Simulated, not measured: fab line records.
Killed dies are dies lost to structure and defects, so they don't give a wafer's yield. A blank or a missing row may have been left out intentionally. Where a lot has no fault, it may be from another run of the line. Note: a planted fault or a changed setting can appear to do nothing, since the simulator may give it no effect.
A struck lot beside a sound one + flow nand-harc + 40 steps out of a route of 1302
Sound: wafers L507.3, L507.4, L507.5. Struck: wafers L519.4, L519.5. (L519.1 of the same lot was not struck and is left out.) The cause comes at the end.
Each step with rows lists, per side, the tool, then ch with its chambers, then its first start. Under that, the readings that differ: sound wafers + struck wafers + difference of the means + sigmas: that difference in standard deviations of wafers without a fault.
alike: a reading whose means differ by less than 2 such deviations, as well as words and numbers matching on both sides. not compared: withheld readings; readings where some wafer has no value; bounds like >300 that might hide an equal value; numbers whose values overlap and for which the record gives no deviation.
A row with sigmas, a row that says differs or no value, or rows on one side alone: a step with any of these is where the two part. Numbers that don't overlap but have no deviation are shown without sigmas and don't part them. Lack of a reading on every wafer of one side parts them only where that side has two or more wafers.

NHARC_A_BONDPAD_OVL_MEAS_35:
  sound: overlay-01 at day 23 14:29; struck: overlay-02 at day 28 10:50
  alike: overlay-x-nm, overlay-y-nm
then, 1 step without rows for these wafers: NHARC_A_BONDPAD_HARDBAKE_10 (time 65 s).
NHARC_A_BONDPAD_DESCUM_11: chemistry O2, time 3 s.
  sound on rie-diel-04 ch 1,2,3, day 23 14:37; struck on rie-diel-04 ch 1,2, day 28 10:58
  alike: drypump-motor-current-A, oes-product-au, rf-vpp-V, showerhead-plenum-p-Torr, throttle-valve-pct
  not compared: rf-hours-counter-h
then, 2 steps without rows for these wafers: NHARC_A_BONDPAD_ETCH_34 (etches the open film in N2/H2, target depth 60 nm, overetch 18 nm, time 65.91 s); NHARC_A_BONDPAD_ETCH_12 (etches the open film in CHF3/O2, target depth 220 nm, time 110 s).
NHARC_A_BONDPAD_CD_MEAS_13:
  sound: cd-sem-01 at day 23 14:56; struck: cd-sem-03 at day 28 11:16
  alike: cd-nm
NHARC_A_BONDPAD_STRIP_15: strips in O2.
  sound on rie-diel-10 ch 0,3, day 23 15:02; struck on rie-diel-10 ch 2, day 28 11:21
  alike: drypump-motor-current-A, oes-product-au, rf-vpp-V, showerhead-plenum-p-Torr, throttle-valve-pct
  not compared: rf-hours-counter-h
then, 2 steps without rows for these wafers: NHARC_A_BONDPAD_ETCH_24 (etches the open film in CF4/N2, target depth 30 nm, time 72.99 s); NHARC_A_BONDPAD_STRIP_16 (strips in post etch residue remover, time 600 s).
NHARC_A_BONDPAD_DEGAS_25: time 60 s.
  sound: pvd-sputter-03 at day 23 15:35; struck: pvd-sputter-03 at day 28 11:55
  alike: heater-power-w
then, 2 steps without rows for these wafers: NHARC_A_BONDPAD_PRE_CLEAN_26 (time 30 s); NHARC_A_BONDPAD_PVD_17 (deposits TaN, target thk 5 nm, time 8.06 s).
NHARC_A_BONDPAD_PVD_27: deposits Cu, target thk 30 nm, time 20.49 s.
  sound: pvd-sputter-03 at day 23 15:48; struck: pvd-sputter-03 at day 28 12:08
  alike: throttle-valve-pct
then, 4 steps without rows for these wafers: NHARC_A_BONDPAD_ECD_18 (material Cu, target thk 400 nm); NHARC_A_BONDPAD_ANNEAL_28 (time 90 s); NHARC_A_BONDPAD_CMP_19 (polishes, t overpolish 30 s, cu recess touch 16 s, target thk 169.82 nm); NHARC_A_BONDPAD_SRD_21 (time 30 s, dry time 20 s).
NHARC_A_BONDPAD_INSPECT_23:
  sound: defect-inspect-01 at day 23 17:13; struck: defect-inspect-01 at day 28 13:32
  alike: raw-defect-count
then, 5 steps without rows for these wafers: NHARC_HYBRID_BOND_ACTIVATE_00 (chemistry N2, time 60 s); NHARC_HYBRID_BOND_PRECLEAN_01 (cleans in DIW, time 300 s); NHARC_HYBRID_BOND_SRD_02 (time 30 s, dry time 20 s); NHARC_HYBRID_BOND_BOND_03; NHARC_HYBRID_BOND_ANNEAL_04 (time 7200 s).
NHARC_HYBRID_BOND_OVL_MEAS_05:
  the record holds rows for the sound wafers here (overlay-02, day 24 06:01) but none for the struck ones
NHARC_HYBRID_BOND_INSPECT_06: inspects for defects (ir void).
  the record holds rows for the sound wafers here (defect-inspect-01, day 24 06:04) but none for the struck ones
NHARC_THIN_TSV_GRIND_00:
  the record has rows for the sound wafers here (grinder-01 ch 0, day 24 06:37) and none for the struck ones
NHARC_THIN_TSV_CMP_01: polishes.
  the record has rows for the sound wafers here (cmp-02 ch 0,2,3, day 24 07:30) and none for the struck ones
NHARC_THIN_TSV_THK_MEAS_02: measures by ir.
  the record holds rows for the sound wafers here (film-metro-02, day 24 07:43) but none for the struck ones
then, 11 steps without rows for these wafers: NHARC_THIN_TSV_SRD_03; NHARC_THIN_TSV_PRECLEAN_41 (cleans in SC1); NHARC_THIN_TSV_SRD_42; NHARC_THIN_TSV_DEP_43 (deposits SiO2, target thk 1328.5 nm); NHARC_THIN_TSV_DEHYDRATE_04 (time 120 s); NHARC_THIN_TSV_HMDS_05 (time 30 s); NHARC_THIN_TSV_COAT_06; NHARC_THIN_TSV_SOFTBAKE_07 (time 95 s); NHARC_THIN_TSV_EBR_08; NHARC_THIN_TSV_EXPOSE_09 (exposes mask TSV); NHARC_THIN_TSV_PEB_10 (peb time 85 s).
NHARC_END_SORT_01:
  only the struck wafers appear in the record here, on prober-01 ch 0 at day 29 20:32; the sound ones have no rows

## WHERE THEY PART
Earliest at NHARC_HYBRID_BOND_OVL_MEAS_05; latest, in this record, at NHARC_END_SORT_01.

WHY: what had been put in by the simulator
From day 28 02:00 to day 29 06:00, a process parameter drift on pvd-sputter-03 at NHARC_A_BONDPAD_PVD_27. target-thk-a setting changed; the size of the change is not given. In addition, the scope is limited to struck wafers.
